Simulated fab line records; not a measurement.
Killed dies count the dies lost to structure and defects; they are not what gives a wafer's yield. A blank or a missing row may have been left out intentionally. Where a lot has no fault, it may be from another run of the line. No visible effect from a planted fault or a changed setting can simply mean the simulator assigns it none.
Struck lot and sound lot, side by side    flow n5Finfet    39 out of 1938 route steps
Sound: wafers L513.3, L513.4, L513.6. Struck: wafers L505.3, L505.4, L505.5. The cause comes at the end.
At each step with rows: each side's tool, then ch and its chambers, then its first start. Under that, the readings that differ: sound wafers    struck wafers    difference of the means    sigmas: that difference in standard deviations of wafers without a fault.
alike: a reading whose means differ by less than 2 such deviations, as well as words and numbers matching on both sides. not compared: withheld readings; readings where some wafer has no value; bounds like >300 that might hide an equal value; numbers whose values overlap and for which the record gives no deviation.
Wherever a step has rows on one side only, a row that says differs or no value, or a row with sigmas, the two part there. Numbers that have no deviation but don't overlap get no sigmas and don't part them. Lack of a reading on every wafer of one side parts them only where that side has two or more wafers.

first, 11 steps without rows for these wafers: N5_BEOL_M0_CUTY_DESCUM_61 (chemistry O2, time 7.9 s); N5_BEOL_M0_CUTY_ETCH_62 (etches SiARC in CF4, time 58.5 s); N5_BEOL_M0_CUTY_ETCH_63 (etches SOC in N2/H2, target depth 82.7 nm, overetch 16.5 nm, time 124 s); N5_BEOL_M0_CUTY_STRIP_64 (strips in N2/H2); N5_BEOL_M0_ETCH_138 (etches SiCN in CH3F/O2, target depth 12 nm, time 31.6 s); N5_BEOL_M0_HM_OPEN_105 (chemistry Cl2/BCl3, target TiN, target depth 12 nm); N5_BEOL_M0_STRIP_140 (strips in CF4); N5_BEOL_M0_STRIP_104 (strips in N2/H2); N5_BEOL_M0_WET_ETCH_106 (etches SiO2 in DHF, target depth 130 nm, rinse time 30 s); N5_BEOL_M0_ETCH_128 (etches SiCN in CF4/N2, target depth 12 nm, overetch 5.1 nm, time 21.4 s); N5_BEOL_M0_TRENCH_ETCH_107 (etches SiOC in C4F6/O2, target depth 32.8 nm, time 16.4 s).
N5_BEOL_M0_STRIP_142: strips in N2/H2, time 10 s.
  sound on rieDiel-01 ch 0,2, day 10 16:49; struck on rieDiel-03 ch 1,2, day 8 20:39
  no value came back on the struck wafers for any of 9 readings (biasPowerW (W), chamberPressureMTorr (mTorr) and others); on the sound wafers biasPowerW (W) reads 6.965 6.983 6.978
  not compared: rfHoursCounterH
then, 25 steps without rows for these wafers: N5_BEOL_M0_HM_STRIP_129 (strips TiN in peroxide tin strip, target depth 17 nm, time 108 s); N5_BEOL_M0_SRD_130 (time 30 s); N5_BEOL_M0_ETCH_109 (etches SiCN in CH3F/O2, target depth 8 nm, overetch 2.4 nm, time 27.4 s); N5_BEOL_M0_STRIP_139 (strips in post etch residue remover, time 60 s); N5_BEOL_M0_SRD_111 (time 30 s); N5_BEOL_M0_DEGAS_112 (time 60 s); N5_BEOL_M0_PRE_CLEAN_113 (time 30 s); N5_BEOL_M0_ALD_136 (deposits TaN, pulse time 2 s, purge time 3 s, co reactant purge time 2 s); N5_BEOL_M0_SURFACE_TREAT_137; N5_BEOL_M0_CVD_115 (deposits Co from CCTBA/H2, time 120 s); N5_BEOL_M0_SPUTTER_116 (material Cu, target thk 4 nm, time 7.37 s); N5_BEOL_M0_ANNEAL_117 (time 60 s); N5_BEOL_M0_SPUTTER_132 (material Cu, target thk 4 nm, time 7.37 s); N5_BEOL_M0_ANNEAL_133 (time 60 s); N5_BEOL_M0_SPUTTER_134 (material Cu, target thk 4 nm, time 7.37 s); N5_BEOL_M0_ANNEAL_135 (time 60 s); N5_BEOL_M0_SPUTTER_141 (material Cu, target thk 4 nm, time 7.37 s); N5_BEOL_M0_ECD_118 (material Cu, target thk 300 nm); N5_BEOL_M0_ANNEAL_119 (time 90 s); N5_BEOL_M0_CMP_120 (polishes, stops on SiOC, t overpolish 6.9 s); N5_BEOL_M0_PRE_CLEAN_131 (time 15 s); N5_BEOL_M0_CO_CAP_123 (material Co, precursor CCTBA/H2, target thk 2 nm, time 102.1 s); N5_BEOL_M0_PRE_CLEAN_124 (time 15 s); N5_BEOL_M0_DEP_125 (deposits SiCN from 3MS/NH3, target thk 8 nm, time 14 s); N5_BEOL_M1_ILD_DEP_00 (deposits SiOC from DEMS/O2, target thk 79 nm, time 15.3 s).
-- here the record skips 2 days between the struck wafers' starts before and after, leaving off in module BEOL_M1 and picking up in module BEOL_M4 (first step shown: number 1111 of the route) --
N5_BEOL_M4_RC_MEAS_101:
  sound on prober-01 ch 0, day 12 17:17; struck on prober-02 ch 0, day 11 00:29
reading        sound        struck       difference  sigmas
ION_P (uA/um)  471 464 477  461 447 456  -16         -2
  alike: DIBL_N, DIBL_P, IOFF_N, IOFF_P, ION_N, SS_N, SS_P, VT_N, VT_P
-- the record jumps here: 4 days lie between the struck wafers' starts before and after (it left off in module BEOL_M4 and takes up again in module PASSIVATION, whose first step shown is number 1936 of the route) --
N5_PASSIVATION_PROBE_49:
  sound on prober-02 at day 16 15:26; struck on prober-01 at day 15 12:02
reading                  sound           struck          difference  sigmas
defectLimitedYield (%)   91.5 92.4 91.2  84.2 85.2 84.0  -7.2        -5
killed_at_M0_to_M3       26 27 37        91 110 117      +76         +7
killedAtContacts         2 17 4          30 12 20        +13         +2
killedDies               100 90 104      187 175 189     +86         +5
killedOnRim              9 14 14         26 29 24        +14         +4
killedOpen               67 62 68        141 132 139     +72         +5
sort_bin_5_function (%)  4.7 4.7 4.4     9.0 9.4 10.5    +5.0        +5
sort_bin_6_memory (%)    3.5 2.7 4.4     6.0 5.3 4.8     +1.8        +2
sortNPass                1080 1090 1076  993 1005 991    -86         -5
sortYieldPct (%)         91.5 92.4 91.2  84.2 85.2 84.0  -7.2        -5
  alike: killed_at_M4_up, killedAtFrontEnd, killedAtOther, killedShort

WHERE THEY PART
At N5_BEOL_M0_STRIP_142 first; at N5_PASSIVATION_PROBE_49 last (within this record only).

WHY: what the simulator had put in
Whole step skipped at N5_BEOL_M0_STRIP_142 on rieDiel-03, starting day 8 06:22. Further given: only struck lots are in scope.
